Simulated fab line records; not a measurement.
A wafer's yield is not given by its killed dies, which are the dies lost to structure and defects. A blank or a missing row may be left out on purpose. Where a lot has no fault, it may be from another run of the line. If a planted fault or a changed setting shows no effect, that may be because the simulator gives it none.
fab line records	flow n5_finfet
record lots=7	wafers=21
route steps=1938 shown HKMG_FIN@392 GATE_CUT@480 MOL_CONTACT_COAG@570 BEOL_M0_CUTY@702
start_h: hours from the record's first day to the start of the lot's first wafer shown	wait_h: hours elapsed since this lot's preceding step	" identical to the entry in the row above	L1.1+2: one row covering several wafers at once	- no value present, or no start provided	* or withheld: withheld	< > ~ a bound
route shown NAME@n: a module of which the file shows steps, and the number in the route of the first	usual: mean/standard deviation taken from wafers without a fault	same: alike in all rows	chamber/n: place in a boat	sites: readings site by site	_std_site: their standard deviation	_edge_site: inner sites' mean taken away from outer sites' mean	radius_mm: for every site, how far away it sits from the centre of the wafer	mask NAME#n: copy n	behind: the most recent tool/chamber to have shaped the wafer	hold: what put the lot on hold/how long, in hours/how the hold closed	device: names the non-switching transistor (n, p or np)	end of line: the tests these same wafers got at the end of their route	for a step that has no rows: nothing shown but its recipe	killed: not the wafer's yield, but the dies lost to structure and defects at the first sort	map: shows each die of a wafer: x if killed, . if not, _ if none is there
set.NAME: the setting as run; set.NAME@STEP: as run at that earlier step	model.NAME: the simulator's own value behind a step, which no gauge read
lots whose settings were changed on purpose; a table a step, a row a wafer
## steps
# step N5_HKMG_FIN_COAT_43
# recipe resist=CAR-ArF	spin_rpm=1500	resist_thk_nm=90
lot.wafer	tool	chamber	start_h	wait_h	set.spin_rpm	model.CAR-ArF_of_HKMG_FIN_COAT_43.thk_nm
L076.1+3	litho_track-04	0	-	-	1500	90
L076.5	"	0	"	"	1500	89.6
L080.1+2	litho_track-02	0	-	-	1500	90
L080.3	"	0	"	"	1500	89.6
L081.2	litho_track-01	0	-	-	1500	90.2
L081.3	"	0	"	"	1613	87
L081.5	"	0	"	"	1613	87.2
L088.3	litho_track-01	0	-	-	1500	89.6
L088.4	"	0	"	"	1666	85.2
L088.5	"	0	"	"	1666	85
L089.1	litho_track-04	0	-	-	1353	95
L089.2	"	0	"	"	1353	94.4
L089.4	"	0	"	"	1500	89.8
L095.2	litho_track-01	0	-	-	1422	92.2
L095.4+5	"	0	"	"	1500	89.6
L097.1	litho_track-04	0	-	-	1629	86.8
L097.2	"	0	"	"	1629	86.6
L097.4	"	0	"	"	1500	90.2
# step N5_HKMG_FIN_EBR_45
# recipe solvent=PGMEA	ebr_width_mm=1.5
# step N5_HKMG_FIN_SOFTBAKE_44
# recipe temp_c=110	time_s=60	resist=CAR-ArF
# step N5_HKMG_FIN_DESCUM_53
# recipe chemistry=O2	time_s=7.9	source_power_w=50	bias_power_w=20	pressure_mtorr=20	rf_frequency_hz=2.712e+07	temp_c=40	resist=CAR-ArF	o2_flow_sccm=225
# step N5_HKMG_FIN_ETCH_54
# recipe chemistry=CF4	target=SiARC	target_depth_a=455	mask_material=CAR-ArF	time_s=75.8	ion_energy_ev=80	pressure_mtorr=40	source_w=545	bias_w=36	Ar_flow_sccm=100	cf4_flow_sccm=100	ends=cleared
lot.wafer	tool	chamber	start_h	wait_h	set.spin_rpm@HKMG_FIN_COAT_43	model.CAR-ArF_of_HKMG_FIN_COAT_43.thk_nm
L076.1	rie_diel-01	3	87.98	0.0	1500	50.8
L076.3	"	0	"	"	1500	51
L076.5	"	3	"	"	1500	50.6
L080.1+2	rie_diel-05	0,3	110.18	0.0	1500	51
L080.3	"	1	"	"	1500	50.6
L081.2	rie_diel-03	0	116.17	0.0	1500	51.2
L081.3	"	1	"	"	1613	47.8
L081.5	"	1	"	"	1613	48.2
L088.3	rie_diel-01	1	156.37	0.0	1500	50.6
L088.4	"	0	"	"	1666	46
L088.5	"	1	"	"	1666	45.8
L089.1	rie_diel-01	2	162.36	0.0	1353	55.8
L089.2	"	1	"	"	1353	55.2
L089.4	"	3	"	"	1500	50.6
L095.2	rie_diel-03	2	205.71	0.0	1422	53.2
L095.4+5	"	3,0	"	"	1500	50.8
L097.1	rie_diel-03	0	213.34	0.0	1629	47.6
L097.2	"	1	"	"	1629	47.4
L097.4	"	3	"	"	1500	51.2
# step N5_HKMG_FIN_ETCH_55
# recipe chemistry=N2/H2	target=SOC	target_depth_a=2400	temp_c=40	time_s=300	ion_energy_ev=200	mask_material=SiARC	pressure_mtorr=30	source_w=840	bias_w=150	n2_flow_sccm=200	h2_flow_sccm=200
# step N5_HKMG_FIN_STRIP_56
# recipe chemistry=N2/H2	temp_c=40	n2_flow_sccm=200	h2_flow_sccm=200	rf_frequency_hz=6e+07
# step N5_HKMG_FIN_WET_ETCH_82
# recipe chemistry=dHCl	mix=1:10000	temp_c=25	target=La2O3	stop_on=HfO2	target_depth_nm=2	dry=ipa_marangoni	rinse_time_s=30	rinse_temp_c=23
# step N5_HKMG_FIN_ALD_36
# recipe material=TiN	target_thk_a=10	temp_c=400	ald_precursor_family=TiCl4	ald_co_reactant=NH3	pulse_time_s=1	purge_time_s=3	co_reactant_purge_time_s=2	co_reactant_pulse_time_s=2	ald_cycles=47	pressure_torr=3
# step N5_HKMG_FIN_THK_MEAS_70
# recipe thk_meas_gauge=xrf	reads=HfO2_of_HKMG_FIN_HK_ALD_01
# usual HK_THK=1.598/0.019
lot.wafer	tool	chamber	start_h	wait_h	set.ald_cycles@HKMG_FIN_HK_ALD_01	HK_THK[nm]
L076.1	film_metro-02	-	90.35	0.2	30	1.615
L076.3	"	-	"	"	30	1.619
L076.5	"	-	"	"	30	1.604
L080.1	film_metro-02	-	112.59	0.2	30	1.606
L080.2	"	-	"	"	30	1.603
L080.3	"	-	"	"	30	1.612
L081.2	film_metro-01	-	118.76	0.2	27	1.433
L081.3	"	-	"	"	27	1.424
L081.5	"	-	"	"	30	1.590
L088.3	film_metro-02	-	159.14	0.2	26	1.358
L088.4	"	-	"	"	30	1.553
L088.5	"	-	"	"	30	1.626
L089.1	film_metro-02	-	165.02	0.2	30	1.605
L089.2	"	-	"	"	32	1.710
L089.4	"	-	"	"	30	1.633
L095.2	film_metro-02	-	208.08	0.2	30	1.599
L095.4	"	-	"	"	30	1.630
L095.5	"	-	"	"	30	1.551
L097.1	film_metro-01	-	215.76	0.2	30	1.595
L097.2	"	-	"	"	25	1.330
L097.4	"	-	"	"	25	1.345
# step N5_GATE_CUT_COAT_27
# recipe resist=underlayer	temp_c=205	time_s=60	spin_rpm=1500	resist_thk_nm=10
lot.wafer	tool	chamber	start_h	wait_h	set.spin_rpm	model.underlayer_of_GATE_CUT_COAT_27.thk_nm
L076.1	litho_track-03	0	-	-	1372	10.4
L076.3+5	"	0	"	"	1500	10
L080.1+2+3	litho_track-03	0	-	-	1500	10
L081.2+3	litho_track-05	0	-	-	1500	10
L081.5	"	0	"	"	1423	10.2
L088.3+4+5	litho_track-03	0	-	-	1500	10
L089.1+4	litho_track-03	0	-	-	1592	9.6
L089.2	"	0	"	"	1500	10
L095.2	litho_track-04	0	-	-	1500	10
L095.4+5	"	0	"	"	1442	10.2
L097.1	litho_track-03	0	-	-	1500	10
L097.2+4	"	0	"	"	1438	10.2
# step N5_GATE_CUT_COAT_07
# recipe resist=CAR-EUV	spin_rpm=1500	resist_thk_nm=30
# step N5_GATE_CUT_EBR_09
# recipe solvent=PGMEA	ebr_width_mm=1.5
# step N5_GATE_CUT_DESCUM_18
# recipe chemistry=O2	time_s=7	source_power_w=50	bias_power_w=20	pressure_mtorr=20	rf_frequency_hz=2.712e+07	temp_c=40	resist=CAR-EUV	o2_flow_sccm=225
# step N5_GATE_CUT_ETCH_28
# recipe chemistry=N2/H2	target=underlayer	target_depth_a=130	mask_material=CAR-EUV	time_s=10.4	ion_energy_ev=200	pressure_mtorr=30	source_w=840	bias_w=150	n2_flow_sccm=200	h2_flow_sccm=200	ends=cleared
lot.wafer	tool	chamber	start_h	wait_h	set.spin_rpm@GATE_CUT_COAT_27	model.CAR-EUV_of_GATE_CUT_COAT_07.thk_nm	model.etch.depth_nm
L076.1	rie_diel-02	0	99.71	0.0	1372	14.2	10.48
L076.3	"	1	"	"	1500	14.6	9.966
L076.5	"	0	"	"	1500	14.6	10.02
L080.1	rie_diel-04	3	122.10	0.0	1500	14.8	9.984
L080.2	"	2	"	"	1500	14.8	9.985
L080.3	"	0	"	"	1500	14.6	9.995
L081.2+3	rie_diel-04	3,1	128.10	0.0	1500	14.6	10.02
L081.5	"	0	"	"	1423	14.2	10.28
L088.3	rie_diel-02	2	169.96	0.0	1500	14.4	9.998
L088.4	"	0	"	"	1500	14.6	9.982
L088.5	"	0	"	"	1500	14.6	9.988
L089.1	rie_diel-04	0	174.65	0.0	1592	14.8	9.694
L089.2	"	2	"	"	1500	14.6	9.973
L089.4	"	1	"	"	1592	15	9.676
L095.2	rie_diel-04	1	217.46	0.0	1500	14.8	10.01
L095.4+5	"	0	"	"	1442	14.4	10.22
L097.1	rie_diel-04	3	224.92	0.0	1500	14.6	9.986
L097.2	"	2	"	"	1438	14.4	10.2
L097.4	"	1	"	"	1438	14.4	10.19
# step N5_GATE_CUT_ETCH_36
# recipe chemistry=CF4	target=SiARC	target_depth_a=130	mask_material=CAR-EUV	time_s=21.7	ion_energy_ev=80	pressure_mtorr=40	source_w=545	bias_w=36	Ar_flow_sccm=100	cf4_flow_sccm=100	ends=cleared
lot.wafer	tool	chamber	start_h	wait_h	set.cf4_flow_sccm	set.spin_rpm@GATE_CUT_COAT_27	model.CAR-EUV_of_GATE_CUT_COAT_07.thk_nm
L076.1	rie_diel-02	0	99.73	0.0	100	1372	6.6
L076.3+5	"	1,0	"	"	100	1500	7
L080.1+3	rie_diel-04	3,0	122.12	0.0	100	1500	7
L080.2	"	2	"	"	100	1500	7.2
L081.2	rie_diel-04	3	128.12	0.0	100	1500	7
L081.3	"	1	"	"	117.9	1500	6.8
L081.5	"	0	"	"	117.9	1423	6.6
L088.3+4	rie_diel-02	2,0	169.98	0.0	100	1500	6.8
L088.5	"	0	"	"	100	1500	7
L089.1+4	rie_diel-04	0,1	174.67	0.0	100	1592	7.2
L089.2	"	2	"	"	119	1500	7
L095.2	rie_diel-04	1	217.48	0.0	105.8	1500	7
L095.4	"	0	"	"	105.8	1442	6.8
L095.5	"	0	"	"	100	1442	6.8
L097.1	rie_diel-04	3	224.94	0.0	100	1500	7
L097.2+4	"	2,1	"	"	115.1	1438	6.8
# step N5_MOL_CONTACT_COAG_EXPOSE_81
# recipe mask_id=VG	na=0.33	source_shape=annular	sigma_inner=0.3	sigma_outer=0.7	polarization=unpolarized	defocus_nm=0	dose_mj=59.5
lot.wafer	tool	chamber	start_h	wait_h	mask	set.dose_mj
L076.1+5	euv_scanner-02	0	113.20	-	VG#0	61.92
L076.3	"	0	"	"	VG#0	59.5
L080.1+2+3	euv_scanner-02	0	135.46	-	VG#0	59.5
L081.2	euv_scanner-02	0	144.18	-	VG#0	59.5
L081.3+5	"	0	"	"	VG#0	56.02
L089.1+2	euv_scanner-02	0	189.40	-	VG#0	57.12
L089.4	"	0	"	"	VG#0	59.5
L088.3+4+5	euv_scanner-02	0	189.78	-	VG#0	59.5
L095.2	euv_scanner-01	0	232.01	-	VG#0	55.83
L095.4+5	"	0	"	"	VG#0	59.5
L097.1+2	euv_scanner-02	0	238.60	-	VG#0	57.67
L097.4	"	0	"	"	VG#0	59.5
# step N5_MOL_CONTACT_COAG_PEB_82
# recipe peb_temp_c=100	peb_time_s=60	resist=CAR-EUV
# step N5_MOL_CONTACT_COAG_DEVELOP_83
# recipe develop_time_s=30	developer=TMAH	resist=CAR-EUV	rinse_liquid=surfactant_rinse	dry=air_spin	dev_temp_c=23
# step N5_MOL_CONTACT_COAG_CD_MEAS_84
# recipe target_cd_nm=25.1	landing_energy_ev=500	detector=se_inlens	polarity=opening
# usual cd_nm=24.99/0.28
lot.wafer	tool	chamber	start_h	wait_h	set.dose_mj@MOL_CONTACT_COAG_EXPOSE_81	cd_nm
L076.1	cd_sem-03	0	113.34	-	61.92	26.09
L076.3	"	0	"	"	59.5	25.06
L076.5	"	0	"	"	61.92	25.40
L080.1	cd_sem-02	0	135.60	-	59.5	24.90
L080.2	"	0	"	"	59.5	24.99
L080.3	"	0	"	"	59.5	25.15
L081.2	cd_sem-01	0	144.32	-	59.5	25.02
L081.3	"	0	"	"	56.02	23.71
L081.5	"	0	"	"	56.02	23.92
L089.1	cd_sem-01	0	189.54	-	57.12	23.89
L089.2	"	0	"	"	57.12	24.19
L089.4	"	0	"	"	59.5	24.86
L088.3	cd_sem-03	0	189.91	-	59.5	24.89
L088.4	"	0	"	"	59.5	24.83
L088.5	"	0	"	"	59.5	25.07
L095.2	cd_sem-03	0	232.14	-	55.83	23.41
L095.4	"	0	"	"	59.5	24.78
L095.5	"	0	"	"	59.5	24.99
L097.1	cd_sem-01	0	238.75	-	57.67	24.07
L097.2	"	0	"	"	57.67	24.73
L097.4	"	0	"	"	59.5	24.80
# step N5_MOL_CONTACT_COAG_PRECLEAN_144
# recipe chemistry=alkaline_clean	temp_c=60	time_s=60	do_ppb=50
# step N5_MOL_CONTACT_COAG_SRD_145
# recipe dry=ipa_marangoni	time_s=30	temp_c=23	rinse_liquid=diw
# step N5_MOL_CONTACT_COAG_CD_MEAS_137
# recipe target_cd_nm=16
# usual cd_nm=15.9/0.35
lot.wafer	tool	chamber	start_h	wait_h	set.dose_mj@MOL_CONTACT_COAG_EXPOSE_81	cd_nm
L076.1	cd_sem-03	-	114.72	0.0	61.92	17.1
L076.3	"	-	"	"	59.5	16.0
L076.5	"	-	"	"	61.92	16.8
L080.1	cd_sem-02	-	136.58	0.0	59.5	16.1
L080.2	"	-	"	"	59.5	15.7
L080.3	"	-	"	"	59.5	16.2
L081.2	cd_sem-03	-	145.24	0.0	59.5	16.3
L081.3	"	-	"	"	56.02	14.6
L081.5	"	-	"	"	56.02	14.5
L089.1	cd_sem-03	-	190.75	0.0	57.12	15.1
L089.2	"	-	"	"	57.12	14.8
L089.4	"	-	"	"	59.5	15.8
L088.3	cd_sem-03	-	191.25	0.0	59.5	16.3
L088.4	"	-	"	"	59.5	15.6
L088.5	"	-	"	"	59.5	16.1
L095.2	cd_sem-01	-	233.08	0.0	55.83	13.9
L095.4	"	-	"	"	59.5	15.8
L095.5	"	-	"	"	59.5	15.6
L097.1	cd_sem-01	-	239.79	0.0	57.67	15.3
L097.2	"	-	"	"	57.67	14.7
L097.4	"	-	"	"	59.5	15.8
# step N5_MOL_CONTACT_COAG_ALD_133
# recipe material=SiO2	target_thk_a=50	temp_c=100	ald_precursor_family=BDEAS	ald_co_reactant=O2-plasma	pulse_time_s=1	co_reactant_pulse_time_s=1	purge_time_s=2	co_reactant_purge_time_s=2	ald_cycles=35	pressure_torr=2
lot.wafer	tool	chamber	start_h	wait_h	set.ald_cycles	model.SiO2_of_MOL_CONTACT_COAG_ALD_133.thk_nm
L076.1+3	ald_sin-03	3,0	115.42	0.1	39	5.6
L076.5	"	1	"	"	35	5
L080.1+2+3	ald_sin-04	0,1,3	137.33	0.1	35	5
L081.2+3+5	ald_sin-03	0,3,1	146.34	0.5	35	5
L089.1	ald_sin-04	0	191.47	0.1	32	4.6
L089.2+4	"	2,1	"	"	35	5
L088.3+5	ald_sin-04	0,2	191.95	0.1	35	5
L088.4	"	1	"	"	40	5.8
L095.2+5	ald_sin-02	2,1	234.02	0.1	39	5.6
L095.4	"	2	"	"	35	5
L097.1	ald_sin-02	1	240.87	0.1	35	5
L097.2+4	"	2,1	"	"	40	5.8
# step N5_MOL_CONTACT_COAG_VIA_ETCH_117
# recipe chemistry=C4F6/O2	target_depth_a=400	overetch_a=80	mask_material=SOC	target=SiO2	bias_w=455	pressure_mtorr=10	time_s=26	source_w=325	Ar_flow_sccm=300	C4F6_flow_sccm=10	O2_flow_sccm=10	ion_energy_ev=575.3	ends=end_point
# usual rf_vpp_V=1589/28
lot.wafer	tool	chamber	start_h	wait_h	set.bias_w	rf_vpp_V
L076.1	rie_diel-03	2	115.76	0.0	497.6	1688
L076.3	"	0	"	"	455	1604
L076.5	"	0	"	"	497.6	1715
L080.1	rie_diel-01	2	137.68	0.0	455	1624
L080.2	"	1	"	"	455	1629
L080.3	"	0	"	"	455	1609
L081.2	rie_diel-01	2	146.68	0.0	376	1406
L081.3	"	1	"	"	376	1410
L081.5	"	2	"	"	455	1623
L089.1	rie_diel-03	0	191.80	0.0	455	1602
L089.2	"	1	"	"	455	1571
L089.4	"	1	"	"	455	1573
L088.3	rie_diel-03	2	192.29	0.0	517.1	1735
L088.4	"	0	"	"	517.1	1763
L088.5	"	2	"	"	455	1578
L095.2	rie_diel-01	0	234.44	0.0	455	1606
L095.4	"	2	"	"	455	1622
L095.5	"	1	"	"	455	1625
L097.1	rie_diel-01	0	241.24	0.0	455	1607
L097.2	"	2	"	"	455	1621
L097.4	"	3	"	"	383.4	1374
# step N5_BEOL_M0_CUTY_COAT_51
# recipe resist=CAR-ArF-block	spin_rpm=1500	resist_thk_nm=150
lot.wafer	tool	chamber	start_h	wait_h	set.spin_rpm	model.CAR-ArF-block_of_BEOL_M0_CUTY_COAT_51.thk_nm
L076.1	litho_track-05	0	-	-	1632	143.2
L076.3	"	0	"	"	1500	149.8
L076.5	"	0	"	"	1500	149.2
L080.1+3	litho_track-05	0	-	-	1500	149
L080.2	"	0	"	"	1500	148.8
L081.2	litho_track-01	0	-	-	1393	155.4
L081.3	"	0	"	"	1393	155.2
L081.5	"	0	"	"	1500	149.2
L089.1	litho_track-01	0	-	-	1449	152.2
L089.2	"	0	"	"	1449	152.4
L089.4	"	0	"	"	1500	150
L088.3	litho_track-05	0	-	-	1622	143.6
L088.4	"	0	"	"	1500	150.2
L088.5	"	0	"	"	1622	144.2
L095.2	litho_track-03	0	-	-	1419	153.6
L095.4	"	0	"	"	1500	149.6
L095.5	"	0	"	"	1500	149.2
L097.1+4	litho_track-03	0	-	-	1353	157.8
L097.2	"	0	"	"	1500	149.6
# step N5_BEOL_M0_CUTY_EXPOSE_54
# recipe mask_id=M0_ABLK	na=1.35	source_shape=conventional	sigma_outer=0.8	polarization=unpolarized	dose_mj=36
lot.wafer	tool	chamber	start_h	wait_h	mask	set.dose_mj
L076.1+3+5	arfi_scanner-01	0	127.06	-	M0_ABLK#0	36
L080.1+2+3	arfi_scanner-03	0	150.58	-	M0_ABLK#0	36
L081.2+3+5	arfi_scanner-02	0	157.17	-	M0_ABLK#0	36
L089.1	arfi_scanner-03	0	203.34	-	M0_ABLK#0	36
L089.2+4	"	0	"	"	M0_ABLK#0	33.69
L088.3+4	arfi_scanner-02	0	207.91	-	M0_ABLK#0	38.04
L088.5	"	0	"	"	M0_ABLK#0	36
L095.2	arfi_scanner-03	0	246.90	-	M0_ABLK#0	36
L095.4+5	"	0	"	"	M0_ABLK#0	38.41
L097.1+2	arfi_scanner-03	0	251.76	-	M0_ABLK#0	37.24
L097.4	"	0	"	"	M0_ABLK#0	36
# step N5_BEOL_M0_CUTY_PEB_55
# recipe peb_temp_c=110	peb_time_s=60	resist=CAR-ArF-block
# step N5_BEOL_M0_CUTY_DEVELOP_56
# recipe develop_time_s=30	developer=TMAH	resist=CAR-ArF-block	rinse_liquid=diw	dry=air_spin	dev_temp_c=23
lot.wafer	tool	chamber	start_h	wait_h	set.spin_rpm@BEOL_M0_CUTY_COAT_51	model.CAR-ArF-block_of_BEOL_M0_CUTY_COAT_51.thk_nm
L076.1	litho_track-01	0	-	-	1632	141.6
L076.3	"	0	"	"	1500	148.2
L076.5	"	0	"	"	1500	147.4
L080.1+3	litho_track-01	0	-	-	1500	147.2
L080.2	"	0	"	"	1500	147
L081.2	litho_track-01	0	-	-	1393	153.6
L081.3	"	0	"	"	1393	153.4
L081.5	"	0	"	"	1500	147.6
L089.1	litho_track-01	0	-	-	1449	150.6
L089.2	"	0	"	"	1449	150.8
L089.4	"	0	"	"	1500	148.2
L088.3	litho_track-01	0	-	-	1622	142
L088.4	"	0	"	"	1500	148.4
L088.5	"	0	"	"	1622	142.4
L095.2	litho_track-01	0	-	-	1419	151.8
L095.4	"	0	"	"	1500	148
L095.5	"	0	"	"	1500	147.6
L097.1+4	litho_track-03	0	-	-	1353	156
L097.2	"	0	"	"	1500	148
# step N5_BEOL_M0_CUTY_CD_MEAS_57
# recipe target_cd_nm=200	landing_energy_ev=500	detector=se_inlens	polarity=line
# usual cd_nm=200.1/0.82
lot.wafer	tool	chamber	start_h	wait_h	set.dose_mj@BEOL_M0_CUTY_EXPOSE_54	cd_nm
L076.1	cd_sem-02	0	127.19	-	36	199.7
L076.3	"	0	"	"	36	200.9
L076.5	"	0	"	"	36	201.3
L080.1	cd_sem-03	0	150.70	-	36	199.3
L080.2	"	0	"	"	36	200.8
L080.3	"	0	"	"	36	199.0
L081.2	cd_sem-02	0	157.29	-	36	199.7
L081.3	"	0	"	"	36	200.8
L081.5	"	0	"	"	36	201.0
L089.1	cd_sem-02	0	203.46	-	36	201.0
L089.2	"	0	"	"	33.69	203.9
L089.4	"	0	"	"	33.69	203.2
L088.3	cd_sem-01	0	208.02	-	38.04	196.4
L088.4	"	0	"	"	38.04	196.4
L088.5	"	0	"	"	36	199.8
L095.2	cd_sem-02	0	247.02	-	36	200.6
L095.4	"	0	"	"	38.41	196.6
L095.5	"	0	"	"	38.41	196.1
L097.1	cd_sem-01	0	251.89	-	37.24	197.9
L097.2	"	0	"	"	37.24	197.6
L097.4	"	0	"	"	36	199.7
# step N5_BEOL_M0_CUTY_DESCUM_61
# recipe chemistry=O2	time_s=7.9	source_power_w=50	bias_power_w=20	pressure_mtorr=20	rf_frequency_hz=2.712e+07	temp_c=40	resist=CAR-ArF-block	o2_flow_sccm=225
lot.wafer	tool	chamber	start_h	wait_h	set.spin_rpm@BEOL_M0_CUTY_COAT_51	model.CAR-ArF-block_of_BEOL_M0_CUTY_COAT_51.thk_nm
L076.1	rie_diel-05	3	127.62	0.4	1632	136.6
L076.3	"	0	"	"	1500	143.2
L076.5	"	0	"	"	1500	142.6
L080.1+3	rie_diel-03	2,1	151.70	0.9	1500	142.4
L080.2	"	0	"	"	1500	142.2
L081.2	rie_diel-01	2	158.34	1.0	1393	148.8
L081.3	"	1	"	"	1393	148.6
L081.5	"	3	"	"	1500	142.8
L089.1+2	rie_diel-03	3,2	203.55	0.0	1449	145.8
L089.4	"	0	"	"	1500	143.6
L088.3	rie_diel-05	0	208.11	0.0	1622	137
L088.4	"	3	"	"	1500	143.6
L088.5	"	1	"	"	1622	137.6
L095.2	rie_diel-05	0	247.22	0.2	1419	147
L095.4	"	0	"	"	1500	143
L095.5	"	3	"	"	1500	142.6
L097.1+4	rie_diel-01	1,3	251.98	0.0	1353	151.2
L097.2	"	2	"	"	1500	143.2
## key
split step=N5_HKMG_FIN_COAT_43	setting=spin_rpm	stated=1500	by=wafer
response step=N5_HKMG_FIN_COAT_43	reading=model.CAR-ArF_of_HKMG_FIN_COAT_43.thk_nm	change=-0.438	per=1%	r=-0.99
response step=N5_HKMG_FIN_ETCH_54	reading=model.CAR-ArF_of_HKMG_FIN_COAT_43.thk_nm	change=-0.448	per=1%	r=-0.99
split step=N5_GATE_CUT_COAT_27	setting=spin_rpm	stated=1500	by=wafer
response step=N5_GATE_CUT_COAT_27	reading=model.underlayer_of_GATE_CUT_COAT_27.thk_nm	change=-0.0503	per=1%	r=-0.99
response step=N5_GATE_CUT_ETCH_28	reading=model.CAR-EUV_of_GATE_CUT_COAT_07.thk_nm	change=+0.0573	per=1%	r=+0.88
response step=N5_GATE_CUT_ETCH_28	reading=model.etch.depth_nm	change=-0.0528	per=1%	r=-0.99
response step=N5_GATE_CUT_ETCH_36	reading=model.CAR-EUV_of_GATE_CUT_COAT_07.thk_nm	change=+0.0461	per=1%	r=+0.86
split step=N5_GATE_CUT_ETCH_36	setting=cf4_flow_sccm	stated=100	by=wafer
response none clear
split step=N5_MOL_CONTACT_COAG_EXPOSE_81	setting=dose_mj	stated=59.5	by=wafer
response step=N5_MOL_CONTACT_COAG_CD_MEAS_84	reading=cd_nm	change=+0.205	per=1%	r=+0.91
response step=N5_MOL_CONTACT_COAG_CD_MEAS_137	reading=cd_nm	change=+0.267	per=1%	r=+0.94
split step=N5_MOL_CONTACT_COAG_ALD_133	setting=ald_cycles	stated=35	by=wafer
response step=N5_MOL_CONTACT_COAG_ALD_133	reading=model.SiO2_of_MOL_CONTACT_COAG_ALD_133.thk_nm	change=+0.0538	per=1%	r=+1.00
split step=N5_MOL_CONTACT_COAG_VIA_ETCH_117	setting=bias_w	stated=455	by=wafer
response step=N5_MOL_CONTACT_COAG_VIA_ETCH_117	reading=rf_vpp_V	change=+13.1	per=1%	r=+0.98
split step=N5_BEOL_M0_CUTY_COAT_51	setting=spin_rpm	stated=1500	by=wafer
response step=N5_BEOL_M0_CUTY_COAT_51	reading=model.CAR-ArF-block_of_BEOL_M0_CUTY_COAT_51.thk_nm	change=-0.788	per=1%	r=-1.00
response step=N5_BEOL_M0_CUTY_DEVELOP_56	reading=model.CAR-ArF-block_of_BEOL_M0_CUTY_COAT_51.thk_nm	change=-0.772	per=1%	r=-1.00
response step=N5_BEOL_M0_CUTY_DESCUM_61	reading=model.CAR-ArF-block_of_BEOL_M0_CUTY_COAT_51.thk_nm	change=-0.777	per=1%	r=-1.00
split step=N5_BEOL_M0_CUTY_EXPOSE_54	setting=dose_mj	stated=36	by=wafer
response step=N5_BEOL_M0_CUTY_CD_MEAS_57	reading=cd_nm	change=-0.544	per=1%	r=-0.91
split outside_this_file step=N5_HKMG_FIN_HK_ALD_01 setting=ald_cycles
# split outside_this_file: this setting was split too, and the file shows its column; the key of that split is in another file
